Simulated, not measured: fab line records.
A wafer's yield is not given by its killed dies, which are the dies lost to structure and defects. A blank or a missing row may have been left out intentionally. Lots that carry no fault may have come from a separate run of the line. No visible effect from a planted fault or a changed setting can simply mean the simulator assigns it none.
One fault seen from 3 desks / flow nand-harc / each desk holds nothing but its own numbers, with what lay behind them at the end

FOR THE TOOL OWNER'S DESK: rie-diel-05
The tool's own readings at NHARC_A_CONTACT_ETCH_88 (etches the open film in CF4, target depth 39 nm, time 65 s): means of the sampled wafers that have a number, for each lot that ran on this tool. Marked OUT: a lot whose mean sits more than 4 standard deviations from the usual mean, which makes it out of limits; the brackets give that distance.
Columns: A = drypump-motor-current-A at NHARC_A_CONTACT_ETCH_88, usual 6.0 A; B = oes-product-au at NHARC_A_CONTACT_ETCH_88, usual 1.004 a.u.; C = rf-vpp-V at NHARC_A_CONTACT_ETCH_88, usual 151.6 V; D = run-length-s at NHARC_A_CONTACT_ETCH_88, usual 86.4 s; E = showerhead-plenum-p-Torr at NHARC_A_CONTACT_ETCH_88, usual 1.79 Torr; F = throttle-valve-pct at NHARC_A_CONTACT_ETCH_88, usual 13.283 %
lot=L556; first seen here=day 17 09:05; A=5.8; B=1.004; C=152.7; D=86.3; E=1.85; F=13.283
lot=L557; first seen here=day 17 12:31; A=6.0; B=1.007; C=152.1; D=70.5 (-40) OUT; E=1.85; F=13.285
lot=L559; first seen here=day 18 04:11; A=5.8; B=1.008; C=151.4; D=70.4 (-40) OUT; E=1.84; F=13.276
This desk finds L557, L559 out of limits, L557 being first, at day 17 12:31 (run-length-s at NHARC_A_CONTACT_ETCH_88). Within limits: L556.

THE METROLOGY DESK
What the gauges read for every lot (on any tool): the sampled wafers with a number, averaged. Marked OUT: a lot whose mean sits more than 4 standard deviations from the usual mean, which makes it out of limits; the brackets give that distance.
Columns: A = cd-nm at NHARC_A_CONTACT_CD_MEAS_08, usual 100.1 nm; B = overlay-x-nm at NHARC_A_CONTACT_OVL_MEAS_09, usual -0.4 nm; C = overlay-y-nm at NHARC_A_CONTACT_OVL_MEAS_09, usual 0.0 nm
lot=L554; first seen here=day 17 01:17; A=100.4; B=-0.6; C=1.3
lot=L556; first seen here=day 17 08:47; A=100.0; B=1.4; C=-0.5
lot=L557; first seen here=day 17 12:14; A=99.7; B=-1.5; C=-0.6
lot=L559; first seen here=day 18 03:54; A=100.6; B=-0.1; C=-1.0
lot=L565; first seen here=day 20 00:20; A=99.9; B=-1.2; C=-0.7
lot=L570; first seen here=day 22 08:46; A=100.2; B=-0.5; C=-0.4
Result from this desk: across the 6 lots, nothing is out of limits.

THE DEFECT DESK
Counts from the inspections along the route, per lot, as means over the sampled wafers that have a number. Marked OUT: a lot whose mean sits more than 4 standard deviations from the usual mean, which makes it out of limits; the brackets give that distance.
Columns: A = raw-defect-count at NHARC_A_CONTACT_INSPECT_10, usual 29
lot=L554; first seen here=day 17 01:25; A=26
lot=L556; first seen here=day 17 08:55; A=27
lot=L557; first seen here=day 17 12:22; A=28
lot=L559; first seen here=day 18 04:01; A=35
lot=L565; first seen here=day 20 00:28; A=30
lot=L570; first seen here=day 22 08:54; A=60
Result from this desk: across the 6 lots, nothing is out of limits.

ALL TOGETHER
At day 17 12:31, on L557, L559, the tool owner's desk was in a position to raise an alarm.
At the metrology desk, nothing out of limits was observed.
The defect desk saw nothing out of limits.
The metrology desk has L557, L559 on record, within its limits.
The defect desk has L557, L559 on record, within its limits.
NHARC_A_CONTACT_ETCH_88 was run on rie-diel-05 by each of the lots named.

WHAT THE SIMULATOR PUT IN
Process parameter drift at NHARC_A_CONTACT_ETCH_88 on rie-diel-05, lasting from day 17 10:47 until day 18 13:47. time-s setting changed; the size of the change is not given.
Shown lots that were struck: L557, L559.
Hours from the fault's start to each desk's first reading out of limits: the tool owner's desk, 2.
